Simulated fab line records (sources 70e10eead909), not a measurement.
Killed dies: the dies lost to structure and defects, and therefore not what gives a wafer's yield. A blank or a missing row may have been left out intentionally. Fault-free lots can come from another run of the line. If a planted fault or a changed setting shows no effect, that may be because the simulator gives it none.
Matching of chambers || flow nand_harc || 3 sister chambers for NHARC_A_BONDPAD_STRIP_15 on rie_diel-10
The step strips in O2. 6 wafers are shown with their chamber, then 4 later ones without.

== WAFERS PAIRED WITH THEIR CHAMBERS ==
{"wafer": "L483.2", "chamber": 1, "throttle_valve_pct (%)": 17.027, "oes_product_au (a.u.)": 1.003}
{"wafer": "L483.5", "chamber": 1, "throttle_valve_pct (%)": 17.031, "oes_product_au (a.u.)": 1.000}
{"wafer": "L487.3", "chamber": 3, "throttle_valve_pct (%)": 17.039, "oes_product_au (a.u.)": 1.002}
{"wafer": "L484.4", "chamber": 3, "throttle_valve_pct (%)": 17.037, "oes_product_au (a.u.)": 0.991}
{"wafer": "L490.1", "chamber": 0, "throttle_valve_pct (%)": 17.042, "oes_product_au (a.u.)": 0.985}
{"wafer": "L490.4", "chamber": 0, "throttle_valve_pct (%)": 17.033, "oes_product_au (a.u.)": 0.986}

== WAFERS MISSING THEIR CHAMBER ==
{"wafer": "L494.1", "throttle_valve_pct (%)": 17.015, "oes_product_au (a.u.)": 0.990}
{"wafer": "L494.2", "throttle_valve_pct (%)": 17.028, "oes_product_au (a.u.)": 0.983}
{"wafer": "L502.2", "throttle_valve_pct (%)": 17.047, "oes_product_au (a.u.)": 1.006}
{"wafer": "L502.3", "throttle_valve_pct (%)": 17.040, "oes_product_au (a.u.)": 1.006}

== EACH ONE'S CHAMBER ==
{"wafer": "L494.1", "from the rows above": "can't be placed: 1 or 0 or 3", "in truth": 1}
{"wafer": "L494.2", "from the rows above": "can't be placed: 0 or 3 or 1", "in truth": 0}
{"wafer": "L502.2", "from the rows above": "can't be placed: 3 or 1 or 0", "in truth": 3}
{"wafer": "L502.3", "from the rows above": "can't be placed: 3 or 1", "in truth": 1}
Correct placement for 0 of the 4. Not placeable from these rows: 4 (in 4, the candidates include the true chamber). Number placed wrongly: 0.
How it was worked out, from the rows above alone: a wafer's distance from a chamber is the root of the sum, over the readings, of the square of ((its reading less the chamber's mean) divided by the reading's scatter). The wafer belongs to the nearest chamber; if the next one is less than 2 further off, it can't be placed. A chamber's mean is the mean of its shown wafers. The scatter: the root of (the sum of the squares of (reading less its chamber's mean) over the shown wafers, divided by (wafers less chambers)).
